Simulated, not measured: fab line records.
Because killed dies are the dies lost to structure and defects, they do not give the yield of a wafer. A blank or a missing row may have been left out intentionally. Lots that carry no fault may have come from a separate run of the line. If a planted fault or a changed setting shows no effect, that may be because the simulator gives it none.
One fault through the eyes of 3 desks || flow nand-harc || each desk holds nothing but its own numbers, with what lay behind them at the end

== AT THE METROLOGY DESK ==
Means of the sampled wafers that have a number, per lot and without regard to the tool the lot ran on: this is what the gauges read. If a lot's mean is further than 4 standard deviations from the usual mean, the lot is out of limits and carries the mark OUT (the distance appears in the brackets).
Columns: A = cd-nm at NHARC_P_M0_CD_MEAS_09, usual 89.9 nm; B = overlay-x-nm at NHARC_P_M0_OVL_MEAS_10, usual 0.1 nm; C = overlay-y-nm at NHARC_P_M0_OVL_MEAS_10, usual 0.2 nm; D = cd-nm at NHARC_P_M0_CD_MEAS_16, usual 89.9 nm
{"lot": "L339", "first seen here": "day 6 09:31", "A": 90.6, "B": 0.0, "C": -0.7, "D": 90.6}
{"lot": "L345", "first seen here": "day 8 15:35", "A": 88.5, "B": 0.7, "C": 0.4, "D": 89.0}
{"lot": "L346", "first seen here": "day 9 00:10", "A": 90.4, "B": 0.9, "C": -0.0, "D": 91.0}
{"lot": "L348", "first seen here": "day 9 21:04", "A": 89.9, "B": -0.2, "C": 0.0, "D": 89.8}
{"lot": "L349", "first seen here": "day 10 11:13", "A": 90.4, "B": 0.2, "C": 0.6, "D": 90.4}
{"lot": "L361", "first seen here": "day 15 03:25", "A": 90.8, "B": 0.0, "C": -1.0, "D": 90.5}
This desk found nothing out of limits on any of the 6 lots.

== DESK OF THE TOOL OWNER: arfi-scanner-02 ==
The tool's own readings at NHARC_P_M0_EXPOSE_06 (exposes mask P M0, target cd 90 nm): means of the sampled wafers that have a number, for each lot that ran on this tool. If a lot's mean is further than 4 standard deviations from the usual mean, the lot is out of limits and carries the mark OUT (the distance appears in the brackets).
Columns: A = exposure-dose-mJ-cm2 at NHARC_P_M0_EXPOSE_06, usual 81.27
{"lot": "L339", "first seen here": "day 6 09:23", "A": 81.25}
{"lot": "L345", "first seen here": "day 8 15:27", "A": "81.90 (+7.3) OUT"}
{"lot": "L346", "first seen here": "day 9 00:02", "A": "82.07 (+9.2) OUT"}
This desk finds L345, L346 out of limits, L345 being first, at day 8 15:27 (exposure-dose-mJ-cm2 at NHARC_P_M0_EXPOSE_06). L339: within limits.

== THE DEFECT DESK ==
What the inspections along the route counted, lot by lot: means of the sampled wafers that have a number. If a lot's mean is further than 4 standard deviations from the usual mean, the lot is out of limits and carries the mark OUT (the distance appears in the brackets).
Columns: A = raw-defect-count at NHARC_P_CONTACT_INSPECT_27, usual 304; B = raw-defect-count at NHARC_P_M0_INSPECT_11, usual 4.4
{"lot": "L339", "first seen here": "day 6 08:37", "A": 320, "B": 0.7}
{"lot": "L345", "first seen here": "day 8 14:49", "A": 179, "B": 5.3}
{"lot": "L346", "first seen here": "day 8 23:24", "A": 304, "B": 2.3}
{"lot": "L348", "first seen here": "day 9 20:17", "A": 285, "B": 4.7}
{"lot": "L349", "first seen here": "day 10 10:19", "A": 193, "B": 2.7}
{"lot": "L361", "first seen here": "day 15 02:39", "A": 551, "B": 3.3}
This desk found nothing out of limits on any of the 6 lots.

== BROUGHT TOGETHER ==
On L345, L346, at day 8 15:27, an alarm was possible from the tool owner's desk.
From the metrology desk's view, nothing was out of limits.
The defect desk saw nothing out of limits.
The metrology desk has L345, L346 on record, within its limits.
The defect desk has L345, L346 on record, within its limits.
NHARC_P_M0_EXPOSE_06 was run on arfi-scanner-02 by each of the lots named.

== WHAT HAD BEEN PUT IN BY THE SIMULATOR ==
Process parameter drift: arfi-scanner-02, from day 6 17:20 on, at NHARC_P_M0_EXPOSE_06. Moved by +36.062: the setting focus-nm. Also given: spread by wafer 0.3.
Struck lots among those shown: L345, L346.
Hours from the fault's start to each desk's first reading out of limits: the tool owner's desk, 46.
